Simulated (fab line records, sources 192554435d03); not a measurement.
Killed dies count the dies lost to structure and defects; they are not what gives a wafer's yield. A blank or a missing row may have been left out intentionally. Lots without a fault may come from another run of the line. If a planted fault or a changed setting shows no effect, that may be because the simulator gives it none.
Which tool was responsible? / flow n5_finfet / 9 lots with 27 wafers sampled at 5 steps, on a route of 1938 steps

## WHAT EACH GAUGE READ, for each wafer
N5_BEOL_M3_THK_MEAS_53: measures by xrf.
lot=L215; measured=day 8 23:40; on=film_metro-01; M3_THK (nm)=39.2 40.4 39.7
lot=L216; measured=day 9 01:25; on=film_metro-01; M3_THK (nm)=38.7 41.1 41.4
lot=L217; measured=day 9 02:26; on=film_metro-02; M3_THK (nm)=39.3 39.1 39.2
lot=L218; measured=day 9 10:21; on=film_metro-02; M3_THK (nm)=33.4 37.8 34.7
lot=L219; measured=day 9 12:37; on=film_metro-02; M3_THK (nm)=39.9 40.0 39.9
lot=L221; measured=day 10 10:35; on=film_metro-02; M3_THK (nm)=34.2 39.6 36.7
lot=L229; measured=day 12 11:05; on=film_metro-01; M3_THK (nm)=38.7 39.1 40.5
lot=L230; measured=day 12 17:32; on=film_metro-02; M3_THK (nm)=37.7 39.8 39.1
lot=L231; measured=day 13 00:19; on=film_metro-01; M3_THK (nm)=37.4 38.8 40.6

## TOOL THAT RAN EACH LOT (tool first, then ch and the chambers of the sampled wafers, then the start)
lot=L215; N5_BEOL_M2_DEP_57=pecvd-03 ch 0,1,2, day 8 07:16; N5_BEOL_M3_ANNEAL_87=pvd_sputter-01, day 8 21:46; N5_BEOL_M3_ANNEAL_89=pvd_sputter-01, day 8 21:59; N5_BEOL_M3_SPUTTER_94=pvd_sputter-01, day 8 22:34
lot=L216; N5_BEOL_M2_DEP_57=pecvd-04 ch 0,1,2, day 8 12:25; N5_BEOL_M3_ANNEAL_87=pvd_sputter-01, day 8 23:36; N5_BEOL_M3_ANNEAL_89=pvd_sputter-01, day 8 23:49; N5_BEOL_M3_SPUTTER_94=pvd_sputter-01, day 9 00:24
lot=L217; N5_BEOL_M2_DEP_57=pecvd-04 ch 0,1,2, day 8 15:05; N5_BEOL_M3_ANNEAL_87=pvd_sputter-02, day 9 00:33; N5_BEOL_M3_ANNEAL_89=pvd_sputter-02, day 9 00:46; N5_BEOL_M3_SPUTTER_94=pvd_sputter-02, day 9 01:21
lot=L218; N5_BEOL_M2_DEP_57=pecvd-04 ch 0,1,2, day 9 04:31; N5_BEOL_M3_ANNEAL_87=pvd_sputter-03, day 9 08:26; N5_BEOL_M3_ANNEAL_89=pvd_sputter-03, day 9 08:40; N5_BEOL_M3_SPUTTER_94=pvd_sputter-03, day 9 09:14
lot=L219; N5_BEOL_M2_DEP_57=pecvd-03 ch 0,1,2, day 9 04:44; N5_BEOL_M3_ANNEAL_87=pvd_sputter-01, day 9 10:48; N5_BEOL_M3_ANNEAL_89=pvd_sputter-01, day 9 11:01; N5_BEOL_M3_SPUTTER_94=pvd_sputter-01, day 9 11:36
lot=L221; N5_BEOL_M2_DEP_57=pecvd-04 ch 0,2, day 9 17:18; N5_BEOL_M3_ANNEAL_87=pvd_sputter-01, day 10 08:43; N5_BEOL_M3_ANNEAL_89=pvd_sputter-01, day 10 08:56; N5_BEOL_M3_SPUTTER_94=pvd_sputter-01, day 10 09:31
lot=L229; N5_BEOL_M2_DEP_57=pecvd-04 ch 0,1,2, day 11 22:35; N5_BEOL_M3_ANNEAL_87=pvd_sputter-03, day 12 09:15; N5_BEOL_M3_ANNEAL_89=pvd_sputter-03, day 12 09:28; N5_BEOL_M3_SPUTTER_94=pvd_sputter-03, day 12 10:03
lot=L230; N5_BEOL_M2_DEP_57=pecvd-02 ch 0,1,2, day 12 08:38; N5_BEOL_M3_ANNEAL_87=pvd_sputter-02, day 12 15:43; N5_BEOL_M3_ANNEAL_89=pvd_sputter-02, day 12 15:56; N5_BEOL_M3_SPUTTER_94=pvd_sputter-02, day 12 16:31
lot=L231; N5_BEOL_M2_DEP_57=pecvd-02 ch 2, day 12 14:15; N5_BEOL_M3_ANNEAL_87=pvd_sputter-03, day 12 22:29; N5_BEOL_M3_ANNEAL_89=pvd_sputter-03, day 12 22:43; N5_BEOL_M3_SPUTTER_94=pvd_sputter-03, day 12 23:17
- N5_BEOL_M2_DEP_57: deposits SiCN from 3MS/NH3, target thk 8 nm, time 14 s.
- N5_BEOL_M3_ANNEAL_87: time 240 s.
- N5_BEOL_M3_ANNEAL_89: time 240 s.
- N5_BEOL_M3_SPUTTER_94: material Cu, target thk 4.5 nm, time 8.29 s.

## THE ANSWER, worked out from the rows above alone
Rule: usual is defined by the lots themselves. The widest of any qualifying gaps counts: lots, ordered by their means at a reading, are off when they make up no more than a third of the lots, leave a main group of 4 or more, and stand apart from it by 3 or more times the standard deviation of that group's means. A main group is skipped when, at the precision printed for the reading in the tables above, its means are all equal. A lot without any number at a reading at which 4 lots or more have one is off too. The other lots that the step has rows for count as sound.
Off: L218, L221, at N5_BEOL_M3_THK_MEAS_53 (M3_THK). For the main group the mean is 39.5 nm and the standard deviation 0.52.
If a tool, at a process step before that reading, ran all the lots that are off and no sound lot after the first of them, it fits. Those tools and the gauges at N5_BEOL_M3_THK_MEAS_53 are tried in the same way. No candidate that was tried fits.

## WHAT WAS PUT IN BY THE SIMULATOR
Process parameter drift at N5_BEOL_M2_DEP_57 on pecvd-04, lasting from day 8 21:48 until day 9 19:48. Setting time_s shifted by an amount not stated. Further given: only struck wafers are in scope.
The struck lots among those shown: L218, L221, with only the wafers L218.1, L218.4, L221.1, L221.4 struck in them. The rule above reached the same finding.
